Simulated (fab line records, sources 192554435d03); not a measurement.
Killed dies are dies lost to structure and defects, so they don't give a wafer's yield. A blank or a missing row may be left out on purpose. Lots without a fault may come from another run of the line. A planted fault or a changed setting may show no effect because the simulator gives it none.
fab line records | flow n5_finfet
record lots=5 wafers=15 last_day=17
route steps=1938 shown BEOL_M15@1805
lots that met no fault: from a run of the same line without faults
start_h: hours from the record's first day to the start of the lot's first wafer shown | wait_h: hours since the lot's step before | " the same as in the row above | L1.1+2: a row that stands for several wafers | - no value, or no start given | * or withheld: withheld | < > ~ a bound
route shown NAME@n: a module of which the file shows steps, and the number in the route of the first | usual: mean/standard deviation of fault-free wafers | same: alike in all rows | chamber/n: place in a boat | sites: the reading at each site | _std_site: their standard deviation | _edge_site: outer sites' mean less inner sites' | radius_mm: how far each site lies from the wafer's centre | mask NAME#n: copy n | behind: the tool/chamber that last shaped the wafer | hold: why the lot was held/for how many hours/how that ended | device: the transistor (n, p or np) that didn't switch | end of line: the same wafers' tests at the end of the route | a step without rows: its recipe alone | killed: dies lost to structure and defects at the first sort, not the wafer's yield | map: a wafer's dies, x killed, . not, _ none there
set.NAME: the setting as run; set.NAME@STEP: as run at that earlier step | model.NAME: the simulator's own value behind a step, which no gauge read
lots at some steps of the route; a table a step, a row a wafer
services: from which hour (start_h, from the record's first day; less than 0 if before it) a tool's chamber was out of use, for how many hours, and why
## steps
# step N5_BEOL_M15_OVL_MEAS_29
# recipe points_per_wafer=44
# usual M15_OVL=-4/5.5
# columns lot.wafer tool chamber start_h wait_h M15_OVL[nm]
L080.2 overlay-02 0 305.35 0.0 -13
L080.3 " 0 " " -6
L080.4 " 0 " " -6
L084.1 overlay-02 0 334.65 0.0 -5
L084.3 " 0 " " 1
L084.6 " 0 " " -15
L086.2 overlay-01 0 350.87 0.0 2
L086.3 " 0 " " -15
L086.6 " 0 " " 0
L091.3 overlay-01 0 361.06 0.0 -4
L091.5 " 0 " " -5
L091.6 " 0 " " -4
L092.2 overlay-01 0 379.58 0.0 -10
L092.3 " 0 " " 3
L092.6 " 0 " " -8
# step N5_BEOL_M15_INSPECT_30
# recipe mode=adi inspect_instrument=macro
# usual raw_defect_count=2.2/1.6
# columns lot.wafer tool chamber start_h wait_h raw_defect_count
L080.2 defect_inspect-02 - 305.38 0.0 4
L080.3 " - " " 2
L080.4 " - " " 2
L084.1 defect_inspect-01 - 334.67 0.0 6
L084.3 " - " " 0
L084.6 " - " " 5
L086.2 defect_inspect-01 - 350.90 0.0 2
L086.3 " - " " 4
L086.6 " - " " 1
L091.3 defect_inspect-02 - 361.08 0.0 1
L091.5 " - " " 0
L091.6 " - " " 2
L092.2 defect_inspect-01 - 379.60 0.0 2
L092.3 " - " " 1
L092.6 " - " " 3
# step N5_BEOL_M15_DESCUM_33
# recipe chemistry=O2 time_s=7.9 source_power_w=50 bias_power_w=20 pressure_mtorr=20 rf_frequency_hz=2.712e+07 temp_c=40 o2_flow_sccm=225
# usual chamber_pressure_mTorr=20.002/0.016 drypump_motor_current_A=5.8/0.44 oes_product_au=0.82/0.094 rf_vpp_V=243.5/1.5 showerhead_plenum_p_Torr=2.10/0.078 temp_c=40.00/0.11 throttle_valve_pct=20.43/0.28
# columns lot.wafer tool chamber start_h wait_h chamber_pressure_mTorr drypump_motor_current_A oes_product_au rf_hours_counter_h rf_vpp_V showerhead_plenum_p_Torr temp_c throttle_valve_pct
L080.2 rie_diel-01 1 305.41 0.0 20.010 4.9 0.68 237 243.4 2.13 40.14 20.50
L080.3 " 3 " " 19.997 5.9 0.90 32 243.3 2.05 39.99 20.44
L080.4 " 2 " " 19.995 5.9 0.72 - 241.4 2.00 39.86 20.21
L084.1 rie_diel-06 0 334.95 0.3 19.984 5.5 0.90 33 244.3 2.22 40.13 20.36
L084.3 " 1 " " 19.992 6.2 0.72 205 245.2 2.17 40.03 20.84
L084.6 " 3 " " 20.001 5.9 0.82 - 241.1 2.04 39.85 20.48
L086.2 rie_diel-05 0 351.32 0.4 20.042 5.4 0.70 196 241.1 1.99 40.19 20.49
L086.3 " 2 " " 19.995 5.4 0.82 58 244.1 2.13 39.99 20.65
L086.6 " 3 " " 20.036 5.9 0.72 - 245.1 2.17 39.93 20.81
L091.3 rie_diel-01 2 361.13 0.0 19.993 6.0 0.69 209 242.8 1.99 40.05 20.25
L091.5 " 2 " " 20.010 6.0 0.69 - 242.4 1.99 39.85 20.26
L091.6 " 1 " " 20.006 4.9 0.97 - 243.8 2.13 40.03 20.18
L092.2 rie_diel-01 3 379.63 0.0 20.005 5.9 0.84 60 242.3 2.04 39.85 20.49
L092.3 " 2 " " 20.004 5.9 0.69 214 243.0 1.99 40.04 20.25
L092.6 " 0 " " 19.977 6.7 0.92 - 241.9 2.03 39.99 19.99
# step N5_BEOL_M15_ETCH_61
# recipe chemistry=N2/H2 target=BARC target_depth_a=890 overetch_a=267 time_s=67.9 ion_energy_ev=200 pressure_mtorr=30 source_w=840 bias_w=150 n2_flow_sccm=200 h2_flow_sccm=200
# usual chamber_pressure_mTorr=30.003/0.027 drypump_motor_current_A=5.8/0.44 oes_product_au=0.70/0.078 rf_vpp_V=524.3/2.8 showerhead_plenum_p_Torr=2.56/0.096 throttle_valve_pct=17.94/0.25
# columns lot.wafer tool chamber start_h wait_h chamber_pressure_mTorr drypump_motor_current_A oes_product_au rf_hours_counter_h rf_vpp_V showerhead_plenum_p_Torr throttle_valve_pct
L080.2 rie_diel-01 1 305.44 0.0 29.987 4.9 0.58 237 524.8 2.62 18.09
L080.3 " 3 " " 29.997 5.9 0.76 32 522.4 2.49 17.77
L080.4 " 2 " " 29.990 6.0 0.61 - 520.8 2.43 17.74
L084.1 rie_diel-06 0 334.98 0.0 30.013 5.5 0.75 33 527.4 2.69 17.85
L084.3 " 1 " " 29.992 6.2 0.62 205 526.6 2.63 18.33
L084.6 " 3 " " 29.963 5.9 0.71 - 520.8 2.47 17.80
L086.2 rie_diel-05 0 351.36 0.0 30.008 5.4 0.60 196 519.8 2.43 18.10
L086.3 " 2 " " 30.031 5.4 0.71 58 524.8 2.59 18.16
L086.6 " 3 " " 30.037 5.9 0.62 - 526.7 2.63 18.25
L091.3 rie_diel-01 2 361.16 0.0 29.958 6.0 0.59 209 519.2 2.42 17.78
L091.5 " 2 " " 30.019 6.0 0.59 - 520.4 2.42 17.77
L091.6 " 1 " " 30.014 5.0 0.83 - 526.4 2.61 17.73
L092.2 rie_diel-01 3 379.67 0.0 29.974 5.9 0.72 60 522.2 2.47 17.81
L092.3 " 2 " " 30.000 6.0 0.59 214 519.2 2.42 17.78
L092.6 " 0 " " 29.989 6.7 0.78 - 522.1 2.51 17.60
# step N5_BEOL_M15_TRENCH_ETCH_34
# recipe chemistry=C4F8/O2/Ar target=SiO2 target_depth_a=8729.3 he_inner_torr=15 he_outer_torr=30 time_s=199 ion_energy_ev=800 pressure_mtorr=20 source_w=1905 bias_w=2040 Ar_flow_sccm=400 C4F8_flow_sccm=16 O2_flow_sccm=12
# usual chamber_pressure_mTorr=20.000/0.02 drypump_motor_current_A=5.8/0.44 oes_product_au=0.82/0.097 rf_vpp_V=2229/36 showerhead_plenum_p_Torr=3.46/0.12 throttle_valve_pct=30.97/0.27
# columns lot.wafer tool chamber start_h wait_h chamber_pressure_mTorr drypump_motor_current_A oes_product_au rf_hours_counter_h rf_vpp_V showerhead_plenum_p_Torr throttle_valve_pct
L080.2 rie_diel-01 1 305.50 0.0 20.024 4.9 0.68 237 2248 3.53 30.98
L080.3 " 3 " " 19.998 5.9 0.91 32 2220 3.35 30.76
L080.4 " 2 " " 19.999 6.0 0.70 - 2166 3.32 30.77
L084.1 rie_diel-06 0 335.03 0.0 20.004 5.5 0.89 33 2228 3.67 31.18
L084.3 " 1 " " 19.986 6.2 0.72 206 2218 3.53 31.14
L084.6 " 3 " " 19.990 5.9 0.82 - 2263 3.35 30.93
L086.2 rie_diel-05 0 351.41 0.0 19.949 5.4 0.69 196 2199 3.30 31.06
L086.3 " 2 " " 20.032 5.4 0.82 58 2225 3.51 31.34
L086.6 " 3 " " 19.970 5.9 0.72 - 2245 3.54 31.27
L091.3 rie_diel-01 2 361.22 0.0 19.987 6.0 0.67 209 2167 3.31 30.75
L091.5 " 2 " " 20.005 6.0 0.68 - 2164 3.31 30.78
L091.6 " 1 " " 19.987 4.9 0.97 - 2248 3.52 30.82
L092.2 rie_diel-01 3 379.72 0.0 20.028 5.9 0.86 60 2218 3.34 30.79
L092.3 " 2 " " 19.990 6.0 0.68 214 2166 3.30 30.77
L092.6 " 0 " " 19.984 6.7 0.93 - 2190 3.39 30.78
# step N5_BEOL_M15_STRIP_36
# recipe chemistry=O2 power_w=600 temp_c=60 pressure_mtorr=30 rf_frequency_hz=6e+07 bias_power_w=0 overash_fraction=0.3 o2_flow_sccm=225
# usual chamber_pressure_mTorr=30.01/0.053 drypump_motor_current_A=5.8/0.44 oes_product_au=0.81/0.094 rf_vpp_V=3.5/0.88 showerhead_plenum_p_Torr=2.10/0.076 temp_c=59.99/0.11 throttle_valve_pct=16.65/0.27
# columns lot.wafer tool chamber start_h wait_h chamber_pressure_mTorr drypump_motor_current_A oes_product_au rf_hours_counter_h rf_vpp_V showerhead_plenum_p_Torr temp_c throttle_valve_pct
L080.2 rie_diel-01 1 307.38 1.7 29.99 4.9 0.67 238 3.6 2.14 60.10 16.83
L080.3 " 2 " " 29.93 6.0 0.73 186 4.5 2.00 59.94 16.52
L080.4 " 2 " " 29.91 6.0 0.72 - 4.2 2.00 59.87 16.54
L084.1 rie_diel-01 1 337.73 2.5 30.09 4.9 0.68 248 2.9 2.13 59.99 16.83
L084.3 " 3 " " 30.09 5.9 0.88 43 2.8 2.05 59.97 16.65
L084.6 " 2 " " 29.99 5.9 0.70 - 4.2 2.00 59.92 16.55
L086.2 rie_diel-05 0 355.23 3.6 30.09 5.4 0.71 198 3.8 1.99 60.11 16.77
L086.3 " 3 " " 29.91 5.9 0.73 202 3.8 2.17 59.98 17.04
L086.6 " 1 " " 29.95 6.2 0.87 - 3.1 2.11 60.01 16.13
L091.3 rie_diel-01 0 364.38 3.0 29.99 6.7 0.95 10 4.5 2.04 60.14 16.25
L091.5 " 1 " " 30.01 4.9 0.98 - 1.1 2.13 59.90 16.43
L091.6 " 2 " " 29.96 6.0 0.70 - 2.7 1.99 59.97 16.56
L092.2 rie_diel-06 1 380.13 0.2 30.08 6.2 0.72 216 3.7 2.17 59.84 17.12
L092.3 " 0 " " 29.94 5.5 0.89 41 3.0 2.22 59.91 16.61
L092.6 " 2 " " 29.98 5.8 0.87 - 4.9 2.22 59.96 16.84
# step N5_BEOL_M15_STRIP_62
# recipe chemistry=O2 power_w=600 temp_c=60 pressure_mtorr=30 rf_frequency_hz=6e+07 bias_power_w=0 overash_fraction=0.3 o2_flow_sccm=225
# usual chamber_pressure_mTorr=29.999/0.027 drypump_motor_current_A=5.8/0.44 oes_product_au=0.81/0.094 rf_vpp_V=3.6/0.47 showerhead_plenum_p_Torr=2.10/0.076 temp_c=59.99/0.12 throttle_valve_pct=16.65/0.27
# columns lot.wafer tool chamber start_h wait_h chamber_pressure_mTorr drypump_motor_current_A oes_product_au rf_hours_counter_h rf_vpp_V showerhead_plenum_p_Torr temp_c throttle_valve_pct
L080.2 rie_diel-01 1 - - 29.987 4.9 0.67 238 3.4 2.14 60.07 16.82
L080.3 " 2 " " 29.938 6.0 0.71 186 3.9 2.00 60.05 16.53
L080.4 " 2 " " 29.980 6.0 0.70 - 3.3 2.00 59.98 16.53
L084.1 rie_diel-01 1 - - 30.039 4.9 0.67 248 3.7 2.13 59.94 16.85
L084.3 " 3 " " 29.995 5.9 0.87 43 3.9 2.05 59.82 16.67
L084.6 " 2 " " 30.013 6.0 0.70 - 3.6 2.00 59.83 16.56
L086.2 rie_diel-05 0 - - 29.992 5.4 0.70 198 3.3 1.99 59.85 16.75
L086.3 " 3 " " 30.019 5.9 0.72 202 4.0 2.17 60.01 17.02
L086.6 " 1 " " 30.016 6.3 0.87 - 3.0 2.11 59.84 16.17
L091.3 rie_diel-01 0 - - 29.989 6.7 0.95 10 4.3 2.04 60.04 16.23
L091.5 " 1 " " 30.028 4.9 0.96 - 3.6 2.13 60.06 16.41
L091.6 " 2 " " 30.021 6.0 0.69 - 3.7 1.99 59.91 16.56
L092.2 rie_diel-06 1 - - 29.986 6.1 0.71 216 3.6 2.17 59.84 17.14
L092.3 " 0 " " 30.039 5.4 0.88 41 3.8 2.22 60.06 16.59
L092.6 " 2 " " 29.988 5.7 0.89 - 3.9 2.22 60.05 16.83
# step N5_BEOL_M15_STRIP_37
# recipe chemistry=O2 power_w=600 temp_c=60 pressure_mtorr=30 rf_frequency_hz=6e+07 bias_power_w=0 overash_fraction=0.3 o2_flow_sccm=225
# usual chamber_pressure_mTorr=30.00/0.035 drypump_motor_current_A=5.8/0.44 oes_product_au=0.81/0.095 rf_vpp_V=3.6/0.65 showerhead_plenum_p_Torr=2.10/0.076 temp_c=60.02/0.12 throttle_valve_pct=16.65/0.27
# columns lot.wafer tool chamber start_h wait_h chamber_pressure_mTorr drypump_motor_current_A oes_product_au rf_hours_counter_h rf_vpp_V showerhead_plenum_p_Torr temp_c throttle_valve_pct
L080.2 rie_diel-01 1 - - 30.01 5.0 0.68 238 3.4 2.13 59.97 16.81
L080.3 " 2 " " 30.02 6.0 0.71 186 2.7 2.00 60.06 16.53
L080.4 " 2 " " 29.98 6.0 0.72 - 2.2 2.00 60.10 16.53
L084.1 rie_diel-01 1 - - 29.98 4.9 0.67 248 3.2 2.13 59.76 16.86
L084.3 " 3 " " 29.95 5.9 0.87 43 3.5 2.05 60.03 16.69
L084.6 " 2 " " 30.06 6.0 0.70 - 4.3 2.00 59.94 16.56
L086.2 rie_diel-05 0 - - 30.03 5.4 0.70 198 3.6 1.99 60.11 16.77
L086.3 " 3 " " 29.99 5.9 0.73 202 4.4 2.17 59.80 17.02
L086.6 " 1 " " 30.03 6.2 0.88 - 4.3 2.11 60.04 16.19
L091.3 rie_diel-01 0 - - 30.00 6.7 0.94 10 4.2 2.04 59.97 16.24
L091.5 " 1 " " 30.02 4.9 0.97 - 3.5 2.13 59.97 16.41
L091.6 " 2 " " 30.03 6.0 0.69 - 3.7 1.99 60.14 16.57
L092.2 rie_diel-06 1 - - 29.95 6.2 0.71 216 4.1 2.17 59.76 17.13
L092.3 " 0 " " 29.99 5.5 0.89 41 4.6 2.22 60.03 16.57
L092.6 " 2 " " 30.00 5.8 0.89 - 3.4 2.22 60.07 16.81
# step N5_BEOL_M15_ETCH_38
# recipe chemistry=CF4/N2 target=SiCN target_depth_a=1064 taper_deg=2 time_s=120.5 ion_energy_ev=150 mask_material=SiO2 pressure_mtorr=40 source_w=430 bias_w=70 Ar_flow_sccm=100 cf4_flow_sccm=60 n2_flow_sccm=60
# usual chamber_pressure_mTorr=40.00/0.04 drypump_motor_current_A=5.8/0.44 oes_product_au=0.81/0.1 rf_vpp_V=382.4/2.1 showerhead_plenum_p_Torr=2.22/0.078 throttle_valve_pct=15.46/0.23
# columns lot.wafer tool chamber start_h wait_h chamber_pressure_mTorr drypump_motor_current_A oes_product_au rf_hours_counter_h rf_vpp_V showerhead_plenum_p_Torr throttle_valve_pct
L080.2 rie_diel-01 1 - - 40.00 4.9 0.68 238 383.6 2.27 15.74
L080.3 " 2 " " 39.98 6.0 0.69 186 381.0 2.12 15.36
L080.4 " 2 " " 40.03 6.0 0.70 - 379.8 2.12 15.36
L084.1 rie_diel-01 1 - - 39.98 4.9 0.67 248 382.7 2.26 15.76
L084.3 " 3 " " 40.02 5.9 0.90 43 380.8 2.15 15.39
L084.6 " 2 " " 40.00 5.9 0.68 - 378.6 2.12 15.39
L086.2 rie_diel-05 0 - - 40.00 5.4 0.68 198 380.1 2.11 15.61
L086.3 " 3 " " 40.01 5.9 0.70 202 383.9 2.27 15.72
L086.6 " 1 " " 40.02 6.2 0.87 - 384.1 2.24 15.01
L091.3 rie_diel-01 0 - - 40.01 6.7 0.95 10 381.2 2.18 15.16
L091.5 " 1 " " 40.01 4.9 0.96 - 384.0 2.26 15.28
L091.6 " 2 " " 39.90 6.0 0.66 - 380.7 2.11 15.41
L092.2 rie_diel-06 1 - - 40.01 6.2 0.72 216 385.2 2.27 15.84
L092.3 " 0 " " 39.94 5.5 0.88 41 385.8 2.35 15.44
L092.6 " 2 " " 40.03 5.7 0.89 - 385.2 2.34 15.62
# step N5_BEOL_M15_PRECLEAN_39
# recipe chemistry=residue_remover time_s=60 temp_c=40
# usual temp_c=40.00/0.11
# columns lot.wafer tool chamber start_h wait_h temp_c
L080.2 wet_bench-03 7 307.65 - 39.93
L080.3 " 6 " " 39.85
L080.4 " 5 " " 40.00
L084.1 wet_bench-05 7 338.01 - 39.95
L084.3 " 2 " " 39.96
L084.6 " 3 " " 40.12
L086.2 wet_bench-06 0 355.50 - 40.17
L086.3 " 6 " " 40.00
L086.6 " 2 " " 39.93
L091.3 wet_bench-06 5 364.65 - 40.16
L091.5 " 6 " " 40.03
L091.6 " 7 " " 40.07
L092.2 wet_bench-05 1 380.41 - 40.04
L092.3 " 4 " " 39.95
L092.6 " 2 " " 39.88
# step N5_BEOL_M15_SRD_40
# recipe time_s=30 temp_c=23 rinse_liquid=diw dry=n2_spin spin_rpm=1500 dry_time_s=30
# usual temp_c=23.00/0.1
# columns lot.wafer tool chamber start_h wait_h temp_c
L080.2 wet_bench-03 7 307.67 0.0 23.07
L080.3 " 6 " " 23.13
L080.4 " 5 " " 23.13
L084.1 wet_bench-05 7 338.03 0.0 23.15
L084.3 " 2 " " 23.11
L084.6 " 3 " " 23.00
L086.2 wet_bench-06 0 355.52 0.0 22.92
L086.3 " 6 " " 23.08
L086.6 " 2 " " 23.01
L091.3 wet_bench-06 5 364.67 0.0 22.90
L091.5 " 6 " " 23.02
L091.6 " 7 " " 23.10
L092.2 wet_bench-05 1 380.42 0.0 22.81
L092.3 " 4 " " 23.03
L092.6 " 2 " " 22.92
# step N5_BEOL_M15_DEGAS_41
# recipe ambient=vacuum temp_c=300 time_s=60
# usual heater_power_w=471/58
# columns lot.wafer tool chamber start_h wait_h heater_power_w
L080.2 pvd_sputter-03 - 308.29 0.6 398
L080.3 " - " " 465
L080.4 " - " " 485
L084.1 pvd_sputter-01 - 338.63 0.6 434
L084.3 " - " " 542
L084.6 " - " " 428
L086.2 pvd_sputter-01 - 355.74 0.2 434
L086.3 " - " " 449
L086.6 " - " " 447
L091.3 pvd_sputter-02 - 364.87 0.2 515
L091.5 " - " " 483
L091.6 " - " " 445
L092.2 pvd_sputter-03 - 381.08 0.6 475
L092.3 " - " " 386
L092.6 " - " " 392
# step N5_BEOL_M15_PRE_CLEAN_42
# recipe gas=H2/He time_s=30 temp_c=300
# usual heater_power_w=470/59
# columns lot.wafer tool chamber start_h wait_h heater_power_w
L080.2 pvd_sputter-03 - 308.33 0.0 383
L080.3 " - " " 473
L080.4 " - " " 480
L084.1 pvd_sputter-01 - 338.67 0.0 439
L084.3 " - " " 535
L084.6 " - " " 443
L086.2 pvd_sputter-01 - 355.78 0.0 438
L086.3 " - " " 464
L086.6 " - " " 453
L091.3 pvd_sputter-02 - 364.91 0.0 507
L091.5 " - " " 489
L091.6 " - " " 449
L092.2 pvd_sputter-03 - 381.12 0.0 461
L092.3 " - " " 396
L092.6 " - " " 391
# step N5_BEOL_M15_SPUTTER_43
# recipe material=TaN target_thk_a=150 temp_c=50 bias_v=168.6 power_w=15000 chamber_pressure_pa=0.12 time_s=24.19
# usual throttle_valve_pct=30.0/0.99
# columns lot.wafer tool chamber start_h wait_h throttle_valve_pct
L080.2 pvd_sputter-03 - 308.37 0.0 29.9
L080.3 " - " " 30.5
L080.4 " - " " 31.1
L084.1 pvd_sputter-01 - 338.71 0.0 31.7
L084.3 " - " " 30.3
L084.6 " - " " 31.7
L086.2 pvd_sputter-01 - 355.82 0.0 31.9
L086.3 " - " " 28.9
L086.6 " - " " 28.6
L091.3 pvd_sputter-02 - 364.95 0.0 28.6
L091.5 " - " " 29.3
L091.6 " - " " 30.5
L092.2 pvd_sputter-03 - 381.16 0.0 29.8
L092.3 " - " " 29.5
L092.6 " - " " 29.9
# step N5_BEOL_M15_SPUTTER_44
# recipe material=Ta target_thk_a=150 temp_c=50 bias_v=80 power_w=15000 chamber_pressure_pa=0.07 time_s=24.19
# usual throttle_valve_pct=30.0/0.98
# columns lot.wafer tool chamber start_h wait_h throttle_valve_pct
L080.2 pvd_sputter-03 - 308.45 0.0 29.9
L080.3 " - " " 29.8
L080.4 " - " " 31.4
L084.1 pvd_sputter-01 - 338.79 0.0 31.8
L084.3 " - " " 30.2
L084.6 " - " " 31.6
L086.2 pvd_sputter-01 - 355.90 0.0 31.8
L086.3 " - " " 28.7
L086.6 " - " " 28.5
L091.3 pvd_sputter-02 - 365.03 0.0 28.8
L091.5 " - " " 29.7
L091.6 " - " " 30.4
L092.2 pvd_sputter-03 - 381.24 0.0 30.3
L092.3 " - " " 29.3
L092.6 " - " " 29.9
# step N5_BEOL_M15_SPUTTER_45
# recipe material=Cu target_thk_a=1000 temp_c=-20 bias_v=60 power_w=26000 chamber_pressure_pa=0.13 time_s=16.67
# usual throttle_valve_pct=30.0/0.96
# columns lot.wafer tool chamber start_h wait_h throttle_valve_pct
L080.2 pvd_sputter-03 - 308.53 0.0 29.9
L080.3 " - " " 30.2
L080.4 " - " " 31.4
L084.1 pvd_sputter-01 - 338.87 0.0 31.7
L084.3 " - " " 30.1
L084.6 " - " " 32.1
L086.2 pvd_sputter-01 - 355.98 0.0 31.6
L086.3 " - " " 29.1
L086.6 " - " " 28.7
L091.3 pvd_sputter-02 - 365.11 0.0 28.5
L091.5 " - " " 29.3
L091.6 " - " " 30.4
L092.2 pvd_sputter-03 - 381.32 0.0 30.0
L092.3 " - " " 29.3
L092.6 " - " " 29.9
# step N5_BEOL_M15_ECD_47
# recipe material=Cu target_thk_a=18600
# columns lot.wafer tool chamber start_h wait_h
L080.2+3+4 ecd_cu-02 1,0,1 308.65 0.1
L084.1+3+6 ecd_cu-01 0,0,1 338.99 0.1
L086.2+3+6 ecd_cu-02 0 356.10 0.1
L091.3+5+6 ecd_cu-02 1,0,1 365.30 0.2
L092.2+3+6 ecd_cu-01 1,0,1 381.43 0.1
# step N5_BEOL_M15_ANNEAL_48
# recipe temp_c=225 time_s=90 ambient=N2
# usual wafer_temp_C_max=226.00/0.25
# columns lot.wafer tool chamber start_h wait_h wafer_temp_C_max
L080.2 rtp_anneal-02 0 308.94 0.2 226.41
L080.3 " 0 " " 226.51
L080.4 " 0 " " 226.15
L084.1 rtp_anneal-02 0 339.23 0.2 225.76
L084.3 " 0 " " 226.00
L084.6 " 0 " " 225.86
L086.2 rtp_anneal-02 0 357.26 1.1 226.28
L086.3 " 0 " " 226.01
L086.6 " 0 " " 225.81
L091.3 rtp_anneal-01 0 366.04 0.7 226.16
L091.5 " 0 " " 225.80
L091.6 " 0 " " 225.61
L092.2 rtp_anneal-02 0 382.12 0.6 225.92
L092.3 " 0 " " 226.13
L092.6 " 0 " " 225.74
# step N5_BEOL_M15_CMP_49
# recipe stop_on=SiO2 t_overpolish_s=4.9 down_force_psi=2 platen_rpm=80 clearing_platen_down_force_psi=2 clearing_platen_rpm=80 post_cmp_clean=cu_alkaline target_thk_nm=850 clearing_platen_pad_velocity_m_s=1.5917 pad_velocity_m_s=1.5917
# usual barrier_field_endpoint_s=11.44/0.29 clearing_platen_rpm=80.00/0.043 motor_current_A=8.0/0.67 overpolish_run_s=4.899/0.0077
# columns lot.wafer tool chamber start_h wait_h barrier_field_endpoint_s clearing_platen_rpm motor_current_A overpolish_run_s
L080.3 cmp-04 3 309.19 0.2 11.32 80.04 8.8 4.896
L080.2 " 0 " " 11.74 79.98 7.7 4.893
L080.4 " 2 " " 11.01 79.96 8.2 4.887
L084.1 cmp-02 0 339.60 0.3 11.18 80.06 8.2 4.899
L084.3 " 1 " " 11.20 79.98 7.3 4.897
L084.6 " 2 " " 10.95 79.96 8.7 4.899
L086.3 cmp-02 2 357.51 0.2 11.40 80.08 8.7 4.894
L086.2 " 1 " " 11.32 80.06 7.1 4.909
L086.6 " 2 " " 11.43 80.02 8.5 4.887
L091.3 cmp-04 3 366.29 0.2 11.17 80.06 8.3 4.878
L091.6 " 2 " " 11.01 79.95 8.5 4.916
L091.5 " 3 " " 11.51 80.07 8.1 4.900
L092.2 cmp-03 0 382.42 0.3 11.05 79.95 8.0 4.901
L092.3 " 2 " " 11.35 79.97 8.0 4.895
L092.6 " 0 " " 11.35 79.94 8.1 4.890
# step N5_BEOL_M15_THK_MEAS_50
# recipe thk_meas_gauge=xrf reads=Cu_of_BEOL_M15_ECD_47
# usual M15_THK=841/19
# columns lot.wafer tool chamber start_h wait_h M15_THK[nm]
L080.2 film_metro-01 - 309.48 - 832
L080.3 " - " " 853
L080.4 " - " " 814
L084.1 film_metro-02 - 339.82 - 849
L084.3 " - " " 842
L084.6 " - " " 826
L086.2 film_metro-01 - 357.81 - 833
L086.3 " - " " 825
L086.6 " - " " 837
L091.3 film_metro-02 - 366.55 - 804
L091.5 " - " " 805
L091.6 " - " " 847
L092.2 film_metro-01 - 382.68 - 860
L092.3 " - " " 811
L092.6 " - " " 866
# step N5_BEOL_M15_PRE_CLEAN_52
# recipe gas=NH3 time_s=15 temp_c=withheld rf_power_w=300
# columns lot.wafer tool chamber start_h wait_h
L080.2+3+4 pecvd-03 0,2,1 309.52 0.0
L084.1+3+6 pecvd-02 0,1,0 339.86 0.0
L086.2+3+6 pecvd-02 1,0,2 357.85 0.0
L091.3+5+6 pecvd-04 0,2,0 366.58 0.0
L092.2+3+6 pecvd-04 2,1,2 382.71 0.0
# step N5_BEOL_M15_DEP_53
# recipe material=SiCN target_thk_a=500 temp_c=withheld precursor=3MS/NH3 pressure_torr=3 rf_w=675 time_s=17.8
# usual showerhead_plenum_p_Torr=4.157/0.024 throttle_valve_pct=18.2/1.2
# columns lot.wafer tool chamber start_h wait_h showerhead_plenum_p_Torr throttle_valve_pct
L080.2 pecvd-03 0 309.55 0.0 4.157 18.0
L080.3 " 2 " " 4.177 17.2
L080.4 " 1 " " 4.138 17.2
L084.1 pecvd-02 0 339.89 0.0 4.170 19.2
L084.3 " 1 " " 4.142 18.9
L084.6 " 0 " " 4.155 18.9
L086.2 pecvd-02 1 357.87 0.0 4.154 18.8
L086.3 " 0 " " 4.168 18.9
L086.6 " 2 " " 4.171 19.4
L091.3 pecvd-04 0 366.61 0.0 4.173 17.1
L091.5 " 2 " " 4.108 17.3
L091.6 " 0 " " 4.185 16.8
L092.2 pecvd-04 2 382.74 0.0 4.124 17.1
L092.3 " 1 " " 4.165 20.9
L092.6 " 2 " " 4.110 17.1
# step N5_BEOL_M15_RS_MEAS_54
# recipe thk_meas_gauge=four-point-probe reads=Cu_of_BEOL_M15_ECD_47+Ta_of_BEOL_M15_SPUTTER_44+TaN_of_BEOL_M15_SPUTTER_43
# usual M15_RS=0.0216/0.00048
# columns lot.wafer tool chamber start_h wait_h M15_RS[ohm/sq]
L080.2 film_metro-02 - 309.61 0.1 0.0215
L080.3 " - " " 0.0208
L080.4 " - " " 0.0221
L084.1 film_metro-01 - 339.95 0.0 0.0215
L084.3 " - " " 0.0216
L084.6 " - " " 0.0220
L086.2 film_metro-01 - 357.94 0.1 0.0220
L086.3 " - " " 0.0221
L086.6 " - " " 0.0218
L091.3 film_metro-02 - 366.67 0.1 0.0226
L091.5 " - " " 0.0226
L091.6 " - " " 0.0215
L092.2 film_metro-01 - 382.81 0.1 0.0211
L092.3 " - " " 0.0225
L092.6 " - " " 0.0211
# step N5_BEOL_M15_INSPECT_55
# recipe inspect_instrument=darkfield mode=post_dep
# usual raw_defect_count=70/24
# columns lot.wafer tool chamber start_h wait_h raw_defect_count
L080.2 defect_inspect-01 - 309.64 0.0 69
L080.3 " - " " 73
L080.4 " - " " 58
L084.1 defect_inspect-02 - 339.98 0.0 51
L084.3 " - " " 39
L084.6 " - " " 36
L086.2 defect_inspect-02 - 357.96 0.0 86
L086.3 " - " " 75
L086.6 " - " " 78
L091.3 defect_inspect-01 - 366.70 0.0 63
L091.5 " - " " 44
L091.6 " - " " 111
L092.2 defect_inspect-01 - 382.83 0.0 56
L092.3 " - " " 49
L092.6 " - " " 91
## services
# columns tool chamber start_h hours kind
cmp-03 - 288.19 1.0 repair
rie_diel-01 - 296.55 2.8 pm
pecvd-03 0 302.43 5.6 repair
pecvd-03 - 312.15 6.0 pm
pecvd-03 - 322.53 0.9 repair
rie_diel-01 0 329.32 - clean
rie_diel-01 0 329.32 - consumable_replace:focus_ring
rie_diel-01 0 329.32 14.9 scheduled_down
rie_diel-01 0 329.32 14.9 vent_cycle
cmp-04 - 335.97 15.1 pm
rie_diel-05 - 337.19 0.3 repair
cmp-03 - 342.71 0.4 repair
cmp-03 - 343.59 0.2 repair
rie_diel-01 1 344.20 - clean
rie_diel-01 1 344.20 - consumable_replace:focus_ring
rie_diel-06 - 348.21 15.6 pm
cmp-02 - 348.66 1.3 repair
cmp-03 - 351.40 0.7 repair
cmp-02 - 359.74 1.0 repair
cmp-03 - 361.66 14.3 pm
rie_diel-06 0 369.66 5.8 repair
rie_diel-05 0 372.63 4.3 repair
rtp_anneal-01 - 379.48 2.4 pm
cmp-02 - 380.42 4.0 pm
## key
fault none
